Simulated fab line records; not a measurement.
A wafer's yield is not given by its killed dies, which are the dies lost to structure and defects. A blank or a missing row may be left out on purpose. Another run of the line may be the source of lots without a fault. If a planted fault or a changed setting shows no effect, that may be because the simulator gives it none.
Matching of chambers | flow nand-harc | NHARC_A_SLIT_ETCH_24 on rie-diel-07 has 4 sister chambers
The step etches the open film in CF4/CHF3, target depth 121 nm, time 60.5 s. 7 wafers are shown with their chamber, then 7 later ones without.

== EACH WAFER AND ITS CHAMBER ==
wafer  | chamber | drypump-motor-current-A (A) | rf-vpp-V (V)
L078.3 | 2       | 5.0                         | 372.4
L078.6 | 0       | 5.3                         | 368.6
L087.1 | 2       | 5.0                         | 372.9
L087.4 | 1       | 6.3                         | 368.9
L087.6 | 3       | 6.5                         | 368.0
L089.1 | 0       | 5.2                         | 367.7
L089.3 | 1       | 6.3                         | 367.9

== WAFERS WITHOUT THEIR CHAMBER ==
wafer  | drypump-motor-current-A (A) | rf-vpp-V (V)
L089.6 | 5.2                         | 366.7
L091.1 | 5.2                         | 366.3
L091.2 | 5.0                         | 372.2
L091.3 | 6.5                         | 368.4
L097.1 | 6.5                         | 366.4
L097.2 | 6.3                         | 368.4
L097.5 | 6.5                         | 369.6

== EACH ONE'S CHAMBER ==
wafer  | from the rows above | in truth
L089.6 | 0                   | 0
L091.1 | 0                   | 0
L091.2 | 2                   | 2
L091.3 | 3                   | 3
L097.1 | 3                   | 3
L097.2 | 1                   | 1
L097.5 | 3                   | 3
Correct placement for 7 of the 7. Can't be placed from these rows: 0. Wrongly placed: 0.
How it was worked out, from the rows above alone: a wafer's distance from a chamber is the root of the sum, over the readings, of the square of ((its reading less the chamber's mean) divided by the reading's scatter). The wafer belongs to the nearest chamber; if the next one is less than 2 further off, it can't be placed. For every chamber, the mean is computed from those of its wafers that are shown. The scatter is the square root of a quotient: the sum, over the shown wafers, of each reading's squared deviation from its chamber's mean, divided by wafers minus chambers.
